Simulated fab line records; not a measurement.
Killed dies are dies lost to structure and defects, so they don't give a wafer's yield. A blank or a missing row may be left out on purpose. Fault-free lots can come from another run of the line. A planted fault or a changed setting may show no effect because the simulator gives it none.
What tool caused it? / flow n5Finfet / Sampling: 24 lots, 72 wafers, 5 of 1938 route steps

== WHAT THE GAUGES SHOWED, per wafer ==
N5_BEOL_M13_CD_MEAS_28 targets a cd of 209.5 nm.
lot=L075; measured=day 11 22:41; on=cdSem-02; cdNm (nm)=208.9 209.7 208.0
lot=L074; measured=day 12 02:11; on=cdSem-01; cdNm (nm)=207.9 207.8 207.5
lot=L076; measured=day 12 17:33; on=cdSem-03; cdNm (nm)=209.6 209.9 209.8
lot=L077; measured=day 12 18:01; on=cdSem-03; cdNm (nm)=206.9 208.4 206.8
lot=L078; measured=day 12 21:34; on=cdSem-02; cdNm (nm)=210.6 208.5 209.5
lot=L079; measured=day 12 22:25; on=cdSem-01; cdNm (nm)=211.7 210.7 210.0
lot=L080; measured=day 13 07:05; on=cdSem-03; cdNm (nm)=209.5 209.9 209.0
lot=L083; measured=day 13 07:13; on=cdSem-02; cdNm (nm)=210.2 208.9 209.5
lot=L081; measured=day 14 02:43; on=cdSem-02; cdNm (nm)=207.8 210.6 206.9
lot=L084; measured=day 14 13:58; on=cdSem-03; cdNm (nm)=208.8 210.0 209.9
lot=L082; measured=day 14 15:41; on=cdSem-01; cdNm (nm)=209.8 206.5 207.9
lot=L088; measured=day 14 16:29; on=cdSem-01; cdNm (nm)=209.2 210.5 210.3
lot=L085; measured=day 14 23:29; on=cdSem-02; cdNm (nm)=209.5 209.7 209.7
lot=L086; measured=day 15 07:41; on=cdSem-01; cdNm (nm)=208.3 209.4 208.8
lot=L087; measured=day 15 08:06; on=cdSem-03; cdNm (nm)=208.8 208.6 210.2
lot=L089; measured=day 15 17:29; on=cdSem-01; cdNm (nm)=209.8 211.1 211.9
lot=L092; measured=day 15 22:08; on=cdSem-02; cdNm (nm)=209.1 210.7 207.7
lot=L090; measured=day 16 01:36; on=cdSem-02; cdNm (nm)=209.0 207.2 209.1
lot=L091; measured=day 16 05:28; on=cdSem-03; cdNm (nm)=210.1 209.3 210.4
lot=L093; measured=day 16 11:11; on=cdSem-01; cdNm (nm)=208.8 209.6 209.6
lot=L094; measured=day 16 14:28; on=cdSem-02; cdNm (nm)=209.8 210.1 209.1
lot=L095; measured=day 16 20:32; on=cdSem-01; cdNm (nm)=207.6 210.4 209.3
lot=L096; measured=day 17 18:28; on=cdSem-03; cdNm (nm)=208.1 207.9 205.9
lot=L097; measured=day 17 23:53; on=cdSem-01; cdNm (nm)=210.6 211.4 208.8

N5_BEOL_M13_INSPECT_30: inspects for defects (macro).
lot=L075; measured=day 11 22:45; on=defectInspect-01; rawDefectCount=0 0 7
lot=L074; measured=day 12 02:14; on=defectInspect-01; rawDefectCount=1 5 3
lot=L076; measured=day 12 17:37; on=defectInspect-01; rawDefectCount=1 2 4
lot=L077; measured=day 12 18:04; on=defectInspect-01; rawDefectCount=1 3 0
lot=L078; measured=day 12 21:37; on=defectInspect-01; rawDefectCount=3 2 0
lot=L079; measured=day 12 22:28; on=defectInspect-01; rawDefectCount=0 3 5
lot=L080; measured=day 13 07:09; on=defectInspect-02; rawDefectCount=1 2 1
lot=L083; measured=day 13 07:16; on=defectInspect-01; rawDefectCount=2 0 1
lot=L081; measured=day 14 02:46; on=defectInspect-01; rawDefectCount=3 4 4
lot=L084; measured=day 14 14:01; on=defectInspect-02; rawDefectCount=0 3 1
lot=L082; measured=day 14 15:45; on=defectInspect-01; rawDefectCount=1 2 1
lot=L088; measured=day 14 16:32; on=defectInspect-02; rawDefectCount=2 2 3
lot=L085; measured=day 14 23:32; on=defectInspect-02; rawDefectCount=1 3 3
lot=L086; measured=day 15 07:45; on=defectInspect-01; rawDefectCount=2 1 3
lot=L087; measured=day 15 08:09; on=defectInspect-02; rawDefectCount=1 0 1
lot=L089; measured=day 15 17:32; on=defectInspect-01; rawDefectCount=3 2 0
lot=L092; measured=day 15 22:11; on=defectInspect-01; rawDefectCount=1 2 2
lot=L090; measured=day 16 01:39; on=defectInspect-01; rawDefectCount=1 3 2
lot=L091; measured=day 16 05:31; on=defectInspect-01; rawDefectCount=3 2 2
lot=L093; measured=day 16 11:15; on=defectInspect-01; rawDefectCount=2 1 1
lot=L094; measured=day 16 14:31; on=defectInspect-02; rawDefectCount=3 4 1
lot=L095; measured=day 16 20:36; on=defectInspect-02; rawDefectCount=0 5 1
lot=L096; measured=day 17 18:31; on=defectInspect-01; rawDefectCount=1 4 3
lot=L097; measured=day 17 23:56; on=defectInspect-02; rawDefectCount=1 3 1

N5_BEOL_M13_OCD_MEAS_35.
lot=L075; measured=day 11 23:22; on=ocd-02; trenchDepthNm (nm)=414 425 417
lot=L074; measured=day 12 02:51; on=ocd-01; trenchDepthNm (nm)=422 412 423
lot=L076; measured=day 12 18:13; on=ocd-01; trenchDepthNm (nm)=427 421 411
lot=L077; measured=day 12 18:46; on=ocd-01; trenchDepthNm (nm)=412 423 426
lot=L078; measured=day 12 22:14; on=ocd-01; trenchDepthNm (nm)=406 421 408
lot=L079; measured=day 12 23:04; on=ocd-02; trenchDepthNm (nm)=417 417 421
lot=L080; measured=day 13 07:46; on=ocd-01; trenchDepthNm (nm)=417 417 401
lot=L083; measured=day 13 07:53; on=ocd-02; trenchDepthNm (nm)=424 424 412
lot=L081; measured=day 14 03:22; on=ocd-01; trenchDepthNm (nm)=426 413 421
lot=L084; measured=day 14 14:38; on=ocd-01; trenchDepthNm (nm)=419 414 416
lot=L082; measured=day 14 16:22; on=ocd-01; trenchDepthNm (nm)=421 415 411
lot=L088; measured=day 14 17:10; on=ocd-02; trenchDepthNm (nm)=423 415 422
lot=L085; measured=day 15 00:08; on=ocd-02; trenchDepthNm (nm)=413 399 418
lot=L086; measured=day 15 08:22; on=ocd-02; trenchDepthNm (nm)=425 417 405
lot=L087; measured=day 15 08:55; on=ocd-02; trenchDepthNm (nm)=417 411 410
lot=L089; measured=day 15 18:33; on=ocd-02; trenchDepthNm (nm)=422 402 423
lot=L092; measured=day 15 22:48; on=ocd-01; trenchDepthNm (nm)=424 422 406
lot=L090; measured=day 16 02:30; on=ocd-01; trenchDepthNm (nm)=423 416 406
lot=L091; measured=day 16 06:07; on=ocd-02; trenchDepthNm (nm)=409 428 419
lot=L093; measured=day 16 11:52; on=ocd-02; trenchDepthNm (nm)=423 419 424
lot=L094; measured=day 16 15:07; on=ocd-01; trenchDepthNm (nm)=426 425 420
lot=L095; measured=day 16 21:13; on=ocd-01; trenchDepthNm (nm)=405 420 420
lot=L096; measured=day 17 19:08; on=ocd-01; trenchDepthNm (nm)=422 416 422
lot=L097; measured=day 18 00:34; on=ocd-01; trenchDepthNm (nm)=413 410 410

== TOOL THAT RAN EACH LOT (tool first, then ch and the chambers of the sampled wafers, then the start) ==
lot=L075; N5_BEOL_M12_PRE_CLEAN_42=pvdSputter-03, day 11 20:01; N5_BEOL_M12_SPUTTER_44=pvdSputter-03, day 11 20:08
lot=L074; N5_BEOL_M12_PRE_CLEAN_42=pvdSputter-03, day 11 23:22; N5_BEOL_M12_SPUTTER_44=pvdSputter-03, day 11 23:29
lot=L076; N5_BEOL_M12_PRE_CLEAN_42=pvdSputter-01, day 12 13:48; N5_BEOL_M12_SPUTTER_44=pvdSputter-01, day 12 13:55
lot=L077; N5_BEOL_M12_PRE_CLEAN_42=pvdSputter-03, day 12 14:38; N5_BEOL_M12_SPUTTER_44=pvdSputter-03, day 12 14:46
lot=L078; N5_BEOL_M12_PRE_CLEAN_42=pvdSputter-01, day 12 18:22; N5_BEOL_M12_SPUTTER_44=pvdSputter-01, day 12 18:29
lot=L079; N5_BEOL_M12_PRE_CLEAN_42=pvdSputter-03, day 12 19:45; N5_BEOL_M12_SPUTTER_44=pvdSputter-03, day 12 19:52
lot=L080; N5_BEOL_M12_PRE_CLEAN_42=pvdSputter-01, day 13 02:22; N5_BEOL_M12_SPUTTER_44=pvdSputter-01, day 13 02:29
lot=L083; N5_BEOL_M12_PRE_CLEAN_42=pvdSputter-02, day 13 02:22; N5_BEOL_M12_SPUTTER_44=pvdSputter-02, day 13 02:29
lot=L081; N5_BEOL_M12_PRE_CLEAN_42=pvdSputter-03, day 13 23:56; N5_BEOL_M12_SPUTTER_44=pvdSputter-03, day 14 00:03
lot=L084; N5_BEOL_M12_PRE_CLEAN_42=pvdSputter-03, day 14 10:40; N5_BEOL_M12_SPUTTER_44=pvdSputter-03, day 14 10:47
lot=L082; N5_BEOL_M12_PRE_CLEAN_42=pvdSputter-03, day 14 13:01; N5_BEOL_M12_SPUTTER_44=pvdSputter-03, day 14 13:08
lot=L088; N5_BEOL_M12_PRE_CLEAN_42=pvdSputter-02, day 14 13:13; N5_BEOL_M12_SPUTTER_44=pvdSputter-02, day 14 13:20
lot=L085; N5_BEOL_M12_PRE_CLEAN_42=pvdSputter-01, day 14 20:12; N5_BEOL_M12_SPUTTER_44=pvdSputter-01, day 14 20:19
lot=L086; N5_BEOL_M12_PRE_CLEAN_42=pvdSputter-01, day 15 04:48; N5_BEOL_M12_SPUTTER_44=pvdSputter-01, day 15 04:55
lot=L087; N5_BEOL_M12_PRE_CLEAN_42=pvdSputter-01, day 15 05:14; N5_BEOL_M12_SPUTTER_44=pvdSputter-01, day 15 05:22
lot=L089; N5_BEOL_M12_PRE_CLEAN_42=pvdSputter-02, day 15 14:35; N5_BEOL_M12_SPUTTER_44=pvdSputter-02, day 15 14:42
lot=L092; N5_BEOL_M12_PRE_CLEAN_42=pvdSputter-03, day 15 19:22; N5_BEOL_M12_SPUTTER_44=pvdSputter-03, day 15 19:29
lot=L090; N5_BEOL_M12_PRE_CLEAN_42=pvdSputter-03, day 15 22:50; N5_BEOL_M12_SPUTTER_44=pvdSputter-03, day 15 22:57
lot=L091; N5_BEOL_M12_PRE_CLEAN_42=pvdSputter-02, day 16 02:49; N5_BEOL_M12_SPUTTER_44=pvdSputter-02, day 16 02:56
lot=L093; N5_BEOL_M12_PRE_CLEAN_42=pvdSputter-01, day 16 08:16; N5_BEOL_M12_SPUTTER_44=pvdSputter-01, day 16 08:23
lot=L094; N5_BEOL_M12_PRE_CLEAN_42=pvdSputter-01, day 16 11:44; N5_BEOL_M12_SPUTTER_44=pvdSputter-01, day 16 11:52
lot=L095; N5_BEOL_M12_PRE_CLEAN_42=pvdSputter-03, day 16 17:38; N5_BEOL_M12_SPUTTER_44=pvdSputter-03, day 16 17:45
lot=L096; N5_BEOL_M12_PRE_CLEAN_42=pvdSputter-02, day 17 15:50; N5_BEOL_M12_SPUTTER_44=pvdSputter-02, day 17 15:57
lot=L097; N5_BEOL_M12_PRE_CLEAN_42=pvdSputter-03, day 17 20:59; N5_BEOL_M12_SPUTTER_44=pvdSputter-03, day 17 21:07
- N5_BEOL_M12_PRE_CLEAN_42: time 30 s.
- N5_BEOL_M12_SPUTTER_44: material Ta, target thk 10 nm, time 16.13 s.

== AS READ BY THE TOOLS THEMSELVES (means over the sampled wafers that have a number; for cases with no such wafer, the mark the record gives instead) ==
N5_BEOL_M12_PRE_CLEAN_42.
lot=L075; tool=pvdSputter-03; heaterPowerW (W)=336
lot=L074; tool=pvdSputter-03; heaterPowerW (W)=329
lot=L076; tool=pvdSputter-01; heaterPowerW (W)=325
lot=L077; tool=pvdSputter-03; heaterPowerW (W)=327
lot=L078; tool=pvdSputter-01; heaterPowerW (W)=322
lot=L079; tool=pvdSputter-03; heaterPowerW (W)=351
lot=L080; tool=pvdSputter-01; heaterPowerW (W)=320
lot=L083; tool=pvdSputter-02; heaterPowerW (W)=325
lot=L081; tool=pvdSputter-03; heaterPowerW (W)=338
lot=L084; tool=pvdSputter-03; heaterPowerW (W)=336
lot=L082; tool=pvdSputter-03; heaterPowerW (W)=332
lot=L088; tool=pvdSputter-02; heaterPowerW (W)=300
lot=L085; tool=pvdSputter-01; heaterPowerW (W)=309
lot=L086; tool=pvdSputter-01; heaterPowerW (W)=333
lot=L087; tool=pvdSputter-01; heaterPowerW (W)=337
lot=L089; tool=pvdSputter-02; heaterPowerW (W)=332
lot=L092; tool=pvdSputter-03; heaterPowerW (W)=326
lot=L090; tool=pvdSputter-03; heaterPowerW (W)=335
lot=L091; tool=pvdSputter-02; heaterPowerW (W)=326
lot=L093; tool=pvdSputter-01; heaterPowerW (W)=331
lot=L094; tool=pvdSputter-01; heaterPowerW (W)=328
lot=L095; tool=pvdSputter-03; heaterPowerW (W)=345
lot=L096; tool=pvdSputter-02; heaterPowerW (W)=322
lot=L097; tool=pvdSputter-03; heaterPowerW (W)=340

N5_BEOL_M12_SPUTTER_44.
lot=L075; tool=pvdSputter-03; throttleValvePct (%)=29.8
lot=L074; tool=pvdSputter-03; throttleValvePct (%)=30.1
lot=L076; tool=pvdSputter-01; throttleValvePct (%)=30.4
lot=L077; tool=pvdSputter-03; throttleValvePct (%)=29.8
lot=L078; tool=pvdSputter-01; throttleValvePct (%)=30.4
lot=L079; tool=pvdSputter-03; throttleValvePct (%)=28.8
lot=L080; tool=pvdSputter-01; throttleValvePct (%)=30.1
lot=L083; tool=pvdSputter-02; throttleValvePct (%)=30.0
lot=L081; tool=pvdSputter-03; throttleValvePct (%)=29.1
lot=L084; tool=pvdSputter-03; throttleValvePct (%)=30.1
lot=L082; tool=pvdSputter-03; throttleValvePct (%)=29.6
lot=L088; tool=pvdSputter-02; throttleValvePct (%)=30.0
lot=L085; tool=pvdSputter-01; throttleValvePct (%)=29.9
lot=L086; tool=pvdSputter-01; throttleValvePct (%)=30.7
lot=L087; tool=pvdSputter-01; throttleValvePct (%)=30.9
lot=L089; tool=pvdSputter-02; throttleValvePct (%)=30.1
lot=L092; tool=pvdSputter-03; throttleValvePct (%)=28.6
lot=L090; tool=pvdSputter-03; throttleValvePct (%)=30.2
lot=L091; tool=pvdSputter-02; throttleValvePct (%)=30.0
lot=L093; tool=pvdSputter-01; throttleValvePct (%)=30.6
lot=L094; tool=pvdSputter-01; throttleValvePct (%)=30.4
lot=L095; tool=pvdSputter-03; throttleValvePct (%)=29.0
lot=L096; tool=pvdSputter-02; throttleValvePct (%)=29.8
lot=L097; tool=pvdSputter-03; throttleValvePct (%)=29.6

== THE ANSWER, worked out from the rows above alone ==
Rule: the usual values come from the lots themselves. The widest of any qualifying gaps counts: lots, ordered by their means at a reading, are off when they make up no more than a third of the lots, leave a main group of 4 or more, and stand apart from it by 3 or more times the standard deviation of that group's means. A main group whose means are all the same, to the digits that the tables above print for the reading, isn't used. Also off: a lot with no number at a reading for which 4 or more lots have one. Any other lot the step has rows for is counted as sound. First the gauges in route order, then the tools' own readings, where a lot's mean is used as printed above. At the first step where some lot is off, the reading lying furthest off is the one used; lots without a number count as furthest.
None of the lots is off at any reading shown; this tells nothing.

== WHAT THE SIMULATOR HAD PUT IN ==
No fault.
